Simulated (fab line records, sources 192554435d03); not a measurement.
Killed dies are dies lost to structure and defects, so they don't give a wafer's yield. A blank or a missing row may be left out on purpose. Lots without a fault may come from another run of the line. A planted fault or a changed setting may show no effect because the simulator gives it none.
Chamber matching | flow n5_finfet | N5_BEOL_M4_DEP_57 on pecvd-01: 3 sister chambers
The step deposits SiCN from 3MS/NH3, target thk 8 nm, time 14 s. 20 wafers are shown with their chamber, then 10 later ones without.

WAFERS WITH THEIR CHAMBER
wafer  | chamber | throttle_valve_pct (%) | showerhead_plenum_p_Torr (Torr)
L074.2 | 0       | 9.5                    | 3.668
L074.3 | 1       | 9.5                    | 3.665
L074.4 | 0       | 9.9                    | 3.665
L076.2 | 2       | 8.8                    | 3.667
L076.3 | 0       | 9.7                    | 3.675
L076.6 | 2       | 8.8                    | 3.660
L078.2 | 1       | 9.4                    | 3.662
L078.3 | 0       | 9.6                    | 3.665
L078.4 | 1       | 9.5                    | 3.656
L080.1 | 1       | 9.5                    | 3.662
L080.3 | 0       | 9.6                    | 3.665
L080.4 | 1       | 9.5                    | 3.648
L087.3 | 0       | 9.5                    | 3.661
L087.5 | 1       | 9.4                    | 3.666
L087.6 | 0       | 9.5                    | 3.666
L089.1 | 1       | 9.2                    | 3.647
L089.2 | 2       | 9.2                    | 3.670
L089.3 | 0       | 9.4                    | 3.675
L088.1 | 0       | 9.6                    | 3.663
L088.5 | 2       | 9.2                    | 3.658

SIGNATURES (means of the wafers above)
reading                  | chamber 0 | chamber 1 | chamber 2 | scatter within a chamber
throttle_valve_pct       | 9.589     | 9.429     | 9.000     | 0.154
showerhead_plenum_p_Torr | 3.66700   | 3.65800   | 3.66375   | 0.00623
Rule: a wafer's distance from a chamber is the root of the sum, over the readings, of the square of ((its reading less the chamber's mean) divided by the reading's scatter). The wafer belongs to the nearest chamber; if the next one is less than 2 further off, it can't be placed. The scatter: the root of (the sum of the squares of (reading less its chamber's mean) over the shown wafers, divided by (wafers less chambers)).

WAFERS WITHOUT THEIR CHAMBER
wafer  | throttle_valve_pct (%) | showerhead_plenum_p_Torr (Torr)
L088.6 | 9.7                    | 3.661
L090.1 | 9.4                    | 3.670
L090.3 | 9.7                    | 3.677
L090.5 | 9.6                    | 3.653
L093.2 | 9.1                    | 3.663
L093.3 | 9.7                    | 3.680
L093.4 | 8.8                    | 3.672
L092.1 | 8.7                    | 3.663
L092.2 | 9.7                    | 3.663
L092.4 | 8.7                    | 3.670

WHICH CHAMBER EACH WENT THROUGH
wafer  | from the rows above          | in truth
L088.6 | can't be placed: 0 or 1      | 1
L090.1 | can't be placed: 0 or 1 or 2 | 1
L090.3 | can't be placed: 0 or 1      | 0
L090.5 | can't be placed: 1 or 0      | 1
L093.2 | can't be placed: 2 or 1      | 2
L093.3 | can't be placed: 0 or 1      | 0
L093.4 | 2                            | 2
L092.1 | 2                            | 2
L092.2 | can't be placed: 0 or 1      | 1
L092.4 | 2                            | 2
Placed correctly: 3 of 10. Can't be placed from these rows: 7 (the true chamber is among the candidates in 7). Placed wrongly: 0.
